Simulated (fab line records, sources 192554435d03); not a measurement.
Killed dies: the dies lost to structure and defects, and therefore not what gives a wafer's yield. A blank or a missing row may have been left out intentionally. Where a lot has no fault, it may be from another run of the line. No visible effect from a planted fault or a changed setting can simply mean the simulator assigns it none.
Split-lot experiment    flow n5 finfet    route with 1938 steps; 7 lots, 21 wafers read

== THE SPLIT ==
At N5_BEOL_M5_EXPOSE_25 (exposes mask V4, defocus 10 nm), the setting dose mj was moved away from the recipe's 52.75 on 7 of the 21 wafers read, by -7.4% to +2.7%. This setting was run at the recipe's value on the other wafers.

== FROM THE SPLIT TO THE READING: what the file shows between them, 2 steps ==
- N5_BEOL_M5_PEB_26: peb time 60 s
- N5_BEOL_M5_DEVELOP_27: develop time 30 s

== THE READING ==
cd nm, in nm, at N5_BEOL_M5_CD_MEAS_28 (target cd 30.6 nm, target cd y 20 nm). On this fab line, fault-free wafers typically give 30.54 nm with a standard deviation of 0.24 nm.

wafer   tool, chamber at the split  dose mj as run  against the recipe  cd nm, nm  against lot-mates on the recipe
L076.2  euv scanner-02, 0           48.84           -7.4%               28.51      -2.06
L076.4  euv scanner-02, 0           52.75           recipe              30.57      -
L076.5  euv scanner-02, 0           48.84           -7.4%               28.84      -1.73
L078.2  euv scanner-02, 0           49.4            -6.4%               29.12      -1.27
L078.3  euv scanner-02, 0           49.4            -6.4%               29.00      -1.39
L078.4  euv scanner-02, 0           52.75           recipe              30.39      -
L079.4  euv scanner-02, 0           50.89           -3.5%               29.39      -1.16
L079.5  euv scanner-02, 0           52.75           recipe              30.75      -
L079.6  euv scanner-02, 0           52.75           recipe              30.34      -
L081.1  euv scanner-01, 0           52.75           recipe              30.60      -
L081.2  euv scanner-01, 0           52.75           recipe              30.55      -
L081.6  euv scanner-01, 0           52.75           recipe              30.52      -
L083.3  euv scanner-01, 0           52.75           recipe              30.91      -
L083.4  euv scanner-01, 0           52.75           recipe              30.04      -
L083.5  euv scanner-01, 0           52.75           recipe              30.85      -
L084.2  euv scanner-01, 0           52.75           recipe              30.47      -
L084.3  euv scanner-01, 0           52.75           recipe              30.53      -
L084.6  euv scanner-01, 0           52.75           recipe              30.98      -
L096.2  euv scanner-01, 0           52.75           recipe              31.46      -
L096.4  euv scanner-01, 0           54.15           +2.7%               31.54      +0.08
L096.5  euv scanner-01, 0           54.15           +2.7%               31.08      -0.38

FIT RESULTS
A straight line over all 21 wafers: cd nm changes by +0.262 nm for each +1% of dose mj; r = +0.94; the points scatter about the line by 0.31 nm.
The same after taking each lot's own level away (the mean of its wafers on the recipe; 21 wafers): +0.208 nm for each +1%; r = +0.90; scatter 0.32 nm.
The reading moves by 1.5 nm for the largest change in dose mj, on that fit.
Across the lots, their own levels run from 30.390 to 31.460 nm, a range of 4.5 times the standard deviation given above.
So the lot-to-lot level changes the slope: the two fits differ.
Check: with one of the wafers moved furthest among these (-7.4%) left out of the fit, the line predicts -1.53 nm for it against its lot-mates. It came out at -2.06 nm against them.

== FURTHER SPLITS ON THESE WAFERS ==
Note: prior to the reading, these wafers also went through further splits. Each is held against what the fit with the lots' levels taken away leaves over:
other split on the same wafers  wafers away from the commonest value  r with cd nm (lot level and that fit taken away)
N5_BEOL_M3_COAT_05 spin rpm     6                                     -0.50
N5_BEOL_M4_COAT_62 spin rpm     4                                     +0.09
N5_BEOL_M4_COAT_73 temp c       10                                    +0.39
N5_BEOL_M5_COAT_22 spin rpm     6                                     -0.22

== THE WHOLE CHAIN: every reading that the file lists as answering this split, in the file's order ==
step                    what it does                                                         reading                                                         change (the file's fit)                r (the file's)
N5_BEOL_M5_CD_MEAS_28   target cd 30.6 nm, target cd y 20 nm                                 cd nm                                                           +0.228 nm for each +1% of the setting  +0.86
N5_BEOL_M5_ETCH_75      etches underlayer in N2/H2, target depth 6.5 nm, time 5.2 s          BEOL_M5.cd nm (the simulator's own value, which no gauge read)  +0.262 nm for each +1% of the setting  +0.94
N5_BEOL_M5_ETCH_68      etches SOC in N2/H2, target depth 80 nm, overetch 16 nm, time 120 s  BEOL_M5.cd nm (the simulator's own value, which no gauge read)  +0.288 nm for each +1% of the setting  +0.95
N5_BEOL_M5_VIA_ETCH_34  etches SiCOH lowk in C4F6/O2, target depth 88.3 nm, time 39.2 s      BEOL_M5.cd nm (the simulator's own value, which no gauge read)  +0.276 nm for each +1% of the setting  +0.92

== FILE'S OWN FIT ==
cd nm changes by +0.228 nm for each +1% of dose mj, r = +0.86.
